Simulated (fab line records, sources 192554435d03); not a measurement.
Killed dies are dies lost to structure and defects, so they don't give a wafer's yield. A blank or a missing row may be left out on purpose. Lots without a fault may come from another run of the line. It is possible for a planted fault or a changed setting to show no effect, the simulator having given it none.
Struck lot and sound lot, side by side | flow n5 finfet | 16 out of 1938 route steps
Sound: the wafers L539.1, L539.5, L539.6. Wafers struck: L536.4, L536.5, L536.6. The cause comes at the end.
Each step with rows lists, per side, the tool, then ch with its chambers, then its first start. Under that, the readings that differ: sound wafers | struck wafers | difference of the means | sigmas: that difference in standard deviations of wafers without a fault.
alike: same words and numbers on both sides, and readings whose means sit less than 2 such deviations apart. not compared: any withheld reading, any reading some wafer has no value for, any bound like >300 that may hide the same value, and any number with overlapping values for which the record gives no deviation.
A row with sigmas, a row that says differs or no value, or rows on one side alone: a step with any of these is where the two part. When numbers do not overlap yet have no deviation, they are printed without sigmas and do not part them. Lack of a reading on every wafer of one side parts them only where that side has two or more wafers.

first, 1 step without rows for these wafers: N5_BEOL_M2_PRE_CLEAN_45 (time 30 s).
N5_BEOL_M2_ALD_84: deposits TaN, pulse time 2 s, purge time 3 s, co reactant purge time 2 s.
  sound on ald metal-03 ch 0,1, day 12 02:16; struck on ald metal-01 ch 0,2,3, day 11 13:50
  reading                  | sound       | struck      | difference | sigmas
  heater power outer w (W) | 264 274 216 | 212 219 239 | -28        | -2
  heater power w (W)       | 535 510 393 | 401 405 401 | -77        | -2
then, 4 steps without rows for these wafers: N5_BEOL_M2_SURFACE_TREAT_85; N5_BEOL_M2_CVD_47 (deposits Co from CCTBA/H2, target thk 3 nm, time 223.8 s); N5_BEOL_M2_SPUTTER_48 (material Cu, target thk 4.5 nm, time 8.29 s); N5_BEOL_M2_ANNEAL_49 (time 240 s).
N5_BEOL_M2_SPUTTER_79: material Cu, target thk 4.5 nm, time 8.29 s.
  sound: pvd sputter-01 at day 12 03:23; struck: pvd sputter-02 at day 11 16:23
  reading                | sound          | struck         | difference | sigmas
  throttle valve pct (%) | 31.9 31.9 31.6 | 27.9 29.6 28.0 | -3.3       | -3
  alike: chamber pressure pa, chuck gas flow sccm, chuck sensor temp C
N5_BEOL_M2_ANNEAL_80: time 240 s.
  sound: pvd sputter-01 at day 12 03:28; struck: pvd sputter-02 at day 11 16:28
  alike: heater power w
N5_BEOL_M2_SPUTTER_81: material Cu, target thk 4.5 nm, time 8.29 s.
  sound: pvd sputter-01 at day 12 03:36; struck: pvd sputter-02 at day 11 16:37
  reading                | sound          | struck         | difference | sigmas
  throttle valve pct (%) | 31.9 31.9 31.2 | 28.0 29.7 27.9 | -3.1       | -3
  alike: chamber pressure pa, chuck gas flow sccm, chuck sensor temp C
then, 3 steps without rows for these wafers: N5_BEOL_M2_ANNEAL_82 (time 240 s); N5_BEOL_M2_SPUTTER_86 (material Cu, target thk 4.5 nm, time 8.29 s); N5_BEOL_M2_ANNEAL_87 (time 240 s).
N5_BEOL_M2_SPUTTER_88: material Cu, target thk 4.5 nm, time 8.29 s.
  sound: pvd sputter-01 at day 12 04:02; struck: pvd sputter-02 at day 11 17:03
  no value came back on the struck wafers for chamber pressure pa (Pa), chuck gas flow sccm (sccm), chuck sensor temp C (C), throttle valve pct (%); on the sound wafers chamber pressure pa (Pa) reads 0.06991 0.06993 0.07033
N5_BEOL_M2_ANNEAL_89: time 240 s.
  sound: pvd sputter-01 at day 12 04:07; struck: pvd sputter-02 at day 11 17:08
  alike: heater power w
N5_BEOL_M4_RC_MEAS_101:
  sound on prober-01 ch 0, day 13 07:16; struck on prober-01 ch 0, day 12 23:53
  alike: DIBL_N, DIBL_P, IOFF_N, IOFF_P, ION_N, ION_P, SS_N, SS_P, VT_N, VT_P
-- record jumps: 4 days separate the struck wafers' starts on either side; left off in module BEOL_M4, taken up again in module PASSIVATION, whose first shown step is the route's number 1936 --
N5_PASSIVATION_PROBE_49:
  sound: prober-01 at day 17 20:13; struck: prober-01 at day 17 04:49
  reading            | sound    | struck   | difference | sigmas
  killed_at_M0_to_M3 | 27 29 33 | 50 44 64 | +23        | +2
  alike: defect limited yield, killed_at_M4_up, killed at contacts, killed at front end, killed at other, killed dies, killed open, killed short, sort_bin_4_leakage, sort_bin_5_function, sort_bin_6_memory, sort n pass, sort yield pct

WHERE THEY PART
Last at N5_PASSIVATION_PROBE_49 as far as this record goes, first at N5_BEOL_M2_ALD_84.

WHY: whatever the simulator had introduced
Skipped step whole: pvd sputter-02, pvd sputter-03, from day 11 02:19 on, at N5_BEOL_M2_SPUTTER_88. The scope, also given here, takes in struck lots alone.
